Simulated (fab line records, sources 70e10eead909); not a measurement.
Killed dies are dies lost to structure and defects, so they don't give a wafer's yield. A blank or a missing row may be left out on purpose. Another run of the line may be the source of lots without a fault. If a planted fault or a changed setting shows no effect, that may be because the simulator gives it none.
Which tool did it? / flow nand-harc / 12 lots, 36 wafers sampled, at 6 steps of a route of 1159

## WHAT THE GAUGES SHOWED, per wafer
NHARC_P_GATE_INSPECT_68. Usual: raw-defect-count 206, standard deviation 92.
lot=L466; measured=day 5 06:41; on=defect-inspect-01; raw-defect-count=176 116 152; flag=
lot=L467; measured=day 5 20:41; on=defect-inspect-02; raw-defect-count=163 175 125; flag=
lot=L470; measured=day 6 10:53; on=defect-inspect-02; raw-defect-count=207 209 220; flag=
lot=L469; measured=day 6 11:04; on=defect-inspect-02; raw-defect-count=176 209 179; flag=
lot=L471; measured=day 6 22:06; on=defect-inspect-02; raw-defect-count=425 442 461; flag=
lot=L479; measured=day 8 22:54; on=defect-inspect-02; raw-defect-count=1046 833 904; flag=OFF
lot=L476; measured=day 9 01:28; on=defect-inspect-02; raw-defect-count=875 1030 1248; flag=OFF
lot=L485; measured=day 10 04:02; on=defect-inspect-01; raw-defect-count=176 287 167; flag=
lot=L486; measured=day 10 04:59; on=defect-inspect-01; raw-defect-count=208 236 144; flag=
lot=L488; measured=day 10 21:06; on=defect-inspect-01; raw-defect-count=208 300 208; flag=
lot=L487; measured=day 10 21:27; on=defect-inspect-02; raw-defect-count=187 91 182; flag=
lot=L489; measured=day 11 03:58; on=defect-inspect-02; raw-defect-count=356 316 173; flag=

NHARC_END_SORT_01. Usual: killed-at-array 29, standard deviation 11; killed-at-other 0.6, standard deviation 0.92; killed-at-periphery 3.2, standard deviation 2; killed-dies 33, standard deviation 11; killed-open 3.2, standard deviation 2; killed-short 1.9, standard deviation 1.5.
lot=L479; measured=day 22 07:37; on=prober-01; killed-at-array=43 45 35; killed-at-other=0 0 0; killed-at-periphery=76 78 58; killed-dies=119 123 93; killed-open=3 2 7; killed-short=1 3 1; flag=OFF
lot=L476; measured=day 22 16:13; on=prober-01; killed-at-array=27 26 36; killed-at-other=0 0 0; killed-at-periphery=74 61 79; killed-dies=101 87 115; killed-open=8 5 5; killed-short=1 2 1; flag=OFF

## EACH LOT AND THE TOOL THAT RAN IT (in order: tool; ch and the chambers of the sampled wafers; start)
lot=L466; NHARC_P_GATE_STRIP_75=plasma-asher-01 ch 0,1, day 5 01:04; NHARC_P_CONTACT_DEP_30=pecvd-03 ch 0,1,2, day 5 06:47; NHARC_P_CONTACT_DEP_00=pecvd-03 ch 0,1,2, no start; NHARC_P_CONTACT_ETCH_31=rie-diel-05 ch 0,2, no start
lot=L467; NHARC_P_GATE_STRIP_75=plasma-asher-02 ch 0,1, day 5 14:36; NHARC_P_CONTACT_DEP_30=pecvd-01 ch 0,1, day 5 20:49; NHARC_P_CONTACT_DEP_00=pecvd-01 ch 0,1, no start; NHARC_P_CONTACT_ETCH_31=rie-diel-05 ch 0,1,3, no start
lot=L470; NHARC_P_GATE_STRIP_75=plasma-asher-01 ch 0,1, day 6 04:59; NHARC_P_CONTACT_DEP_30=pecvd-01 ch 1,2, day 6 10:59; NHARC_P_CONTACT_DEP_00=pecvd-01 ch 1,2, no start; NHARC_P_CONTACT_ETCH_31=rie-diel-05 ch 0,3, no start
lot=L469; NHARC_P_GATE_STRIP_75=plasma-asher-01 ch 0,1, day 6 05:26; NHARC_P_CONTACT_DEP_30=pecvd-04 ch 0,1, day 6 11:10; NHARC_P_CONTACT_DEP_00=pecvd-04 ch 0,1, no start; NHARC_P_CONTACT_ETCH_31=rie-diel-13 ch 0,2, no start
lot=L471; NHARC_P_GATE_STRIP_75=plasma-asher-01 ch 0,1, day 6 16:21; NHARC_P_CONTACT_DEP_30=pecvd-03 ch 0,1,2, day 6 22:10; NHARC_P_CONTACT_DEP_00=pecvd-03 ch 0,1,2, no start; NHARC_P_CONTACT_ETCH_31=rie-diel-13 ch 0,2,3, no start
lot=L479; NHARC_P_GATE_STRIP_75=plasma-asher-01 ch 0,1, day 8 16:30; NHARC_P_CONTACT_DEP_30=pecvd-03 ch 1, day 8 22:58; NHARC_P_CONTACT_DEP_00=pecvd-03 ch 1, day 8 23:19; NHARC_P_CONTACT_ETCH_31=rie-diel-13 ch 1,2,3, day 22 07:37 or earlier
lot=L476; NHARC_P_GATE_STRIP_75=plasma-asher-01 ch 0,1, day 8 18:58; NHARC_P_CONTACT_DEP_30=pecvd-04 ch 0,1,2, day 9 01:38; NHARC_P_CONTACT_DEP_00=pecvd-04 ch 0,1,2, day 22 16:13 or earlier; NHARC_P_CONTACT_ETCH_31=rie-diel-13 ch 1,2,3, day 22 16:13 or earlier
lot=L485; NHARC_P_GATE_STRIP_75=plasma-asher-02 ch 0,1, day 9 22:08; NHARC_P_CONTACT_DEP_30=pecvd-03 ch 0,1, day 10 04:06; NHARC_P_CONTACT_DEP_00=pecvd-03 ch 0,1, no start; NHARC_P_CONTACT_ETCH_31=rie-diel-05 ch 0,1,2, no start
lot=L486; NHARC_P_GATE_STRIP_75=plasma-asher-02 ch 0,1, day 9 22:51; NHARC_P_CONTACT_DEP_30=pecvd-01 ch 0,1,2, day 10 05:04; NHARC_P_CONTACT_DEP_00=pecvd-01 ch 0,1,2, no start; NHARC_P_CONTACT_ETCH_31=rie-diel-13 ch 1,2, no start
lot=L488; NHARC_P_GATE_STRIP_75=plasma-asher-02 ch 0,1, day 10 14:37; NHARC_P_CONTACT_DEP_30=pecvd-04 ch 0,1, day 10 21:13; NHARC_P_CONTACT_DEP_00=pecvd-04 ch 0,1, no start; NHARC_P_CONTACT_ETCH_31=rie-diel-05 ch 1,2,3, no start
lot=L487; NHARC_P_GATE_STRIP_75=plasma-asher-02 ch 0,1, day 10 14:59; NHARC_P_CONTACT_DEP_30=pecvd-04 ch 0,1,2, day 10 21:42; NHARC_P_CONTACT_DEP_00=pecvd-04 ch 0,1,2, no start; NHARC_P_CONTACT_ETCH_31=rie-diel-13 ch 1,2,3, no start
lot=L489; NHARC_P_GATE_STRIP_75=plasma-asher-02 ch 0,1, day 10 22:13; NHARC_P_CONTACT_DEP_30=pecvd-03 ch 0,1, day 11 04:01; NHARC_P_CONTACT_DEP_00=pecvd-03 ch 0,1, no start; NHARC_P_CONTACT_ETCH_31=rie-diel-13 ch 0,2,3, no start
- NHARC_P_GATE_STRIP_75: strips in O2.
- NHARC_P_CONTACT_DEP_30: deposits SiNx, target thk 30 nm.
- NHARC_P_CONTACT_DEP_00: deposits SiO2, target thk 500 nm.
- NHARC_P_CONTACT_ETCH_31: etches the open film in CH3F/O2, target depth 30 nm, time 85.7 s.

## AS READ BY THE TOOLS THEMSELVES (means over the sampled wafers that have a number; for cases with no such wafer, the mark the record gives instead)
NHARC_P_GATE_STRIP_75. Usual: drypump-motor-current-A 5.3 A, standard deviation 0.36; heater-power-w 315 W, standard deviation 21.
lot=L466; tool=plasma-asher-01; drypump-motor-current-A (A)=5.1; heater-power-w (W)=299; flag=
lot=L467; tool=plasma-asher-02; drypump-motor-current-A (A)=5.3; heater-power-w (W)=328; flag=
lot=L470; tool=plasma-asher-01; drypump-motor-current-A (A)=5.4; heater-power-w (W)=313; flag=
lot=L469; tool=plasma-asher-01; drypump-motor-current-A (A)=5.4; heater-power-w (W)=313; flag=
lot=L471; tool=plasma-asher-01; drypump-motor-current-A (A)=5.1; heater-power-w (W)=304; flag=
lot=L479; tool=plasma-asher-01; drypump-motor-current-A (A)=5.3; heater-power-w (W)=321; flag=
lot=L476; tool=plasma-asher-01; drypump-motor-current-A (A)=5.3; heater-power-w (W)=317; flag=
lot=L485; tool=plasma-asher-02; drypump-motor-current-A (A)=5.6; heater-power-w (W)=323; flag=
lot=L486; tool=plasma-asher-02; drypump-motor-current-A (A)=5.6; heater-power-w (W)=324; flag=
lot=L488; tool=plasma-asher-02; drypump-motor-current-A (A)=5.6; heater-power-w (W)=323; flag=
lot=L487; tool=plasma-asher-02; drypump-motor-current-A (A)=5.6; heater-power-w (W)=328; flag=
lot=L489; tool=plasma-asher-02; drypump-motor-current-A (A)=5.3; heater-power-w (W)=317; flag=

NHARC_P_CONTACT_DEP_30. Usual: heater-power-w 731 W, standard deviation 83.
lot=L466; tool=pecvd-03; heater-power-w (W)=752; flag=
lot=L467; tool=pecvd-01; heater-power-w (W)=672; flag=
lot=L470; tool=pecvd-01; heater-power-w (W)=690; flag=
lot=L469; tool=pecvd-04; heater-power-w (W)=781; flag=
lot=L471; tool=pecvd-03; heater-power-w (W)=759; flag=
lot=L479; tool=pecvd-03; heater-power-w (W)=793; flag=
lot=L476; tool=pecvd-04; heater-power-w (W)=741; flag=
lot=L485; tool=pecvd-03; heater-power-w (W)=701; flag=
lot=L486; tool=pecvd-01; heater-power-w (W)=671; flag=
lot=L488; tool=pecvd-04; heater-power-w (W)=834; flag=
lot=L487; tool=pecvd-04; heater-power-w (W)=720; flag=
lot=L489; tool=pecvd-03; heater-power-w (W)=717; flag=

NHARC_P_CONTACT_DEP_00. Usual: heater-power-w 571 W, standard deviation 84; showerhead-vpp-V 1878 V, standard deviation 98; throttle-valve-pct 16.1 %, standard deviation 0.49.
lot=L466; tool=pecvd-03; heater-power-w (W)=602; showerhead-vpp-V (V)=1923; throttle-valve-pct (%)=16.5; flag=
lot=L467; tool=pecvd-01; heater-power-w (W)=481; showerhead-vpp-V (V)=1876; throttle-valve-pct (%)=15.9; flag=
lot=L470; tool=pecvd-01; heater-power-w (W)=552; showerhead-vpp-V (V)=1861; throttle-valve-pct (%)=15.4; flag=
lot=L469; tool=pecvd-04; heater-power-w (W)=613; showerhead-vpp-V (V)=1847; throttle-valve-pct (%)=16.6; flag=
lot=L471; tool=pecvd-03; heater-power-w (W)=586; showerhead-vpp-V (V)=1886; throttle-valve-pct (%)=16.1; flag=
lot=L479; tool=pecvd-03; heater-power-w (W)=634; showerhead-vpp-V (V)=1793; throttle-valve-pct (%)=15.7; flag=
lot=L476; tool=pecvd-04; heater-power-w (W)=579; showerhead-vpp-V (V)=1809; throttle-valve-pct (%)=16.4; flag=
lot=L485; tool=pecvd-03; heater-power-w (W)=537; showerhead-vpp-V (V)=1838; throttle-valve-pct (%)=15.9; flag=
lot=L486; tool=pecvd-01; heater-power-w (W)=531; showerhead-vpp-V (V)=1865; throttle-valve-pct (%)=16.1; flag=
lot=L488; tool=pecvd-04; heater-power-w (W)=622; showerhead-vpp-V (V)=1856; throttle-valve-pct (%)=16.6; flag=
lot=L487; tool=pecvd-04; heater-power-w (W)=611; showerhead-vpp-V (V)=1827; throttle-valve-pct (%)=16.0; flag=
lot=L489; tool=pecvd-03; heater-power-w (W)=533; showerhead-vpp-V (V)=1815; throttle-valve-pct (%)=16.0; flag=

NHARC_P_CONTACT_ETCH_31. Usual: for bias-w, 99.97 W with a standard deviation of 0.28; for ch3f-flow-sccm, 50.00 sccm with a standard deviation of 0.16; for drypump-motor-current-A, 5.9 A with a standard deviation of 0.43; for oes-product-au, 0.978 a.u. with a standard deviation of 0.011; for rf-vpp-V, 244.2 V with a standard deviation of 1.8; for showerhead-plenum-p-Torr, 2.46 Torr with a standard deviation of 0.11; for throttle-valve-pct, 20.662 % with a standard deviation of 0.0091.
lot=L466; tool=rie-diel-05; bias-w (W)=99.76; ch3f-flow-sccm (sccm)=49.90; drypump-motor-current-A (A)=5.9; oes-product-au (a.u.)=0.979; rf-vpp-V (V)=244.2; showerhead-plenum-p-Torr (Torr)=2.44; throttle-valve-pct (%)=20.661; flag=
lot=L467; tool=rie-diel-05; bias-w (W)=100.04; ch3f-flow-sccm (sccm)=49.98; drypump-motor-current-A (A)=6.0; oes-product-au (a.u.)=0.965; rf-vpp-V (V)=243.5; showerhead-plenum-p-Torr (Torr)=2.42; throttle-valve-pct (%)=20.664; flag=
lot=L470; tool=rie-diel-05; bias-w (W)=100.16; ch3f-flow-sccm (sccm)=49.84; drypump-motor-current-A (A)=6.0; oes-product-au (a.u.)=0.988; rf-vpp-V (V)=244.2; showerhead-plenum-p-Torr (Torr)=2.46; throttle-valve-pct (%)=20.663; flag=
lot=L469; tool=rie-diel-13; bias-w (W)=99.97; ch3f-flow-sccm (sccm)=50.09; drypump-motor-current-A (A)=5.9; oes-product-au (a.u.)=0.968; rf-vpp-V (V)=244.0; showerhead-plenum-p-Torr (Torr)=2.42; throttle-valve-pct (%)=20.666; flag=
lot=L471; tool=rie-diel-13; bias-w (W)=100.13; ch3f-flow-sccm (sccm)=50.03; drypump-motor-current-A (A)=5.8; oes-product-au (a.u.)=0.981; rf-vpp-V (V)=243.4; showerhead-plenum-p-Torr (Torr)=2.45; throttle-valve-pct (%)=20.660; flag=
lot=L479; tool=rie-diel-13; bias-w (W)=100.07; ch3f-flow-sccm (sccm)=50.05; drypump-motor-current-A (A)=5.5; oes-product-au (a.u.)=0.977; rf-vpp-V (V)=243.3; showerhead-plenum-p-Torr (Torr)=2.43; throttle-valve-pct (%)=20.665; flag=
lot=L476; tool=rie-diel-13; bias-w (W)=99.97; ch3f-flow-sccm (sccm)=49.94; drypump-motor-current-A (A)=5.5; oes-product-au (a.u.)=0.977; rf-vpp-V (V)=244.3; showerhead-plenum-p-Torr (Torr)=2.43; throttle-valve-pct (%)=20.674; flag=
lot=L485; tool=rie-diel-05; bias-w (W)=99.82; ch3f-flow-sccm (sccm)=50.02; drypump-motor-current-A (A)=6.0; oes-product-au (a.u.)=0.960; rf-vpp-V (V)=242.8; showerhead-plenum-p-Torr (Torr)=2.40; throttle-valve-pct (%)=20.665; flag=
lot=L486; tool=rie-diel-13; bias-w (W)=99.85; ch3f-flow-sccm (sccm)=50.08; drypump-motor-current-A (A)=5.7; oes-product-au (a.u.)=0.976; rf-vpp-V (V)=244.5; showerhead-plenum-p-Torr (Torr)=2.49; throttle-valve-pct (%)=20.660; flag=
lot=L488; tool=rie-diel-05; bias-w (W)=100.14; ch3f-flow-sccm (sccm)=50.02; drypump-motor-current-A (A)=6.1; oes-product-au (a.u.)=0.992; rf-vpp-V (V)=244.1; showerhead-plenum-p-Torr (Torr)=2.44; throttle-valve-pct (%)=20.661; flag=
lot=L487; tool=rie-diel-13; bias-w (W)=100.30; ch3f-flow-sccm (sccm)=50.13; drypump-motor-current-A (A)=5.5; oes-product-au (a.u.)=0.983; rf-vpp-V (V)=243.7; showerhead-plenum-p-Torr (Torr)=2.43; throttle-valve-pct (%)=20.665; flag=
lot=L489; tool=rie-diel-13; bias-w (W)=99.85; ch3f-flow-sccm (sccm)=49.90; drypump-motor-current-A (A)=5.8; oes-product-au (a.u.)=0.975; rf-vpp-V (V)=244.0; showerhead-plenum-p-Torr (Torr)=2.45; throttle-valve-pct (%)=20.649; flag=

## THE ANSWER, worked out from the rows above alone
Rule: a lot counts as off when the mean over its wafers that have a number is more than 3 standard deviations away from the usual mean. Also off: a lot with no number at a reading for which 4 or more lots have one. All remaining lots with rows at the step are treated as sound. First the gauges in route order, then the tools' own readings, where a lot's mean is used as printed above. At the first step where some lot is off, the reading lying furthest off is the one used; lots without a number count as furthest.
Off, at NHARC_P_GATE_INSPECT_68 on raw-defect-count: L479, L476.
A tool fits if, at a process step before that reading, it ran every lot that is off, and no sound lot after the first of them. Not tried: the gauges at NHARC_P_GATE_INSPECT_68; whatever is off there is also off at NHARC_END_SORT_01, on other tools, and gauge error can't account for it. One candidate fits, namely plasma-asher-01 at NHARC_P_GATE_STRIP_75. A fault onset in the window from L471 (day 6 16:21, its last sound lot) to L479 (day 8 16:30, its first lot off) fits.

## WHAT WAS PUT IN BY THE SIMULATOR
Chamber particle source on plasma-asher-01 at NHARC_P_GATE_STRIP_75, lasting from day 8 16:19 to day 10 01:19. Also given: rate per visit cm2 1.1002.
Lots struck among those shown: L479, L476. This agrees with what the rule above found.
